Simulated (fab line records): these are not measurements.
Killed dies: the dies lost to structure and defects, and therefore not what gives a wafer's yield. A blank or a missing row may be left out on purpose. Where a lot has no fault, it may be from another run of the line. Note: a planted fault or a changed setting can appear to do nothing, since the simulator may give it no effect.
Matching of chambers ; flow n5Finfet ; N5_BEOL_M4_DESCUM_33 on rieDiel-04: 4 sister chambers
The step chemistry O2, time 7 s. 16 wafers are shown with their chamber, then 8 later ones without.

WAFERS PAIRED WITH THEIR CHAMBERS
wafer;chamber;drypumpMotorCurrentA (A);showerheadPlenumPTorr (Torr);throttleValvePct (%)
L076.1;1;6.1;2.06;20.35
L076.2;2;5.9;2.05;20.53
L076.5;3;5.7;2.06;20.73
L077.1;3;5.7;2.06;20.73
L077.2;1;6.1;2.06;20.34
L077.3;0;5.5;2.00;20.38
L080.2;1;6.1;2.06;20.37
L080.4;2;5.9;2.05;20.55
L080.5;3;5.7;2.06;20.73
L083.2;3;5.7;2.06;20.74
L083.5;3;5.7;2.06;20.75
L083.6;2;5.8;2.04;20.55
L082.1;3;5.7;2.06;20.75
L082.3;2;5.9;2.04;20.54
L082.6;3;5.7;2.06;20.76
L084.3;2;5.9;2.04;20.57

SIGNATURES (averages over the wafers above)
reading;chamber 0;chamber 1;chamber 2;chamber 3;scatter within a chamber
drypumpMotorCurrentA;5.500;6.100;5.880;5.700;0.0258
showerheadPlenumPTorr;2.0000;2.0600;2.0440;2.0600;0.00316
throttleValvePct;20.3800;20.3533;20.5480;20.7414;0.0136
Rule: for each reading, subtract the chamber's mean from the wafer's reading, divide by that reading's scatter and square the result; add these up over the readings and take the root, which gives the wafer's distance from the chamber. The wafer belongs to the nearest chamber; if the next one is less than 2 further off, it can't be placed. How the scatter is found: for the shown wafers, subtract from each reading the mean of its chamber, square and add these, divide the total by (wafers less chambers), then take the root.

WAFERS WHOSE CHAMBER IS MISSING
wafer;drypumpMotorCurrentA (A);showerheadPlenumPTorr (Torr);throttleValvePct (%)
L084.5;5.9;2.04;20.55
L084.6;6.1;2.05;20.38
L095.2;5.5;1.99;20.45
L095.3;5.8;2.04;20.14
L095.5;5.8;2.04;20.15
L096.2;5.5;1.99;20.45
L096.4;5.7;2.05;20.79
L096.6;5.8;2.04;20.15

WHICH CHAMBER EACH WENT THROUGH
wafer;from the rows above;in truth
L084.5;2;2
L084.6;1;1
L095.2;0;0
L095.3;1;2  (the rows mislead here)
L095.5;1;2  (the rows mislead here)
L096.2;0;0
L096.4;3;3
L096.6;1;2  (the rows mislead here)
Correct placement for 5 of the 8. Left unplaced by these rows: 0. Number placed wrongly: 3.
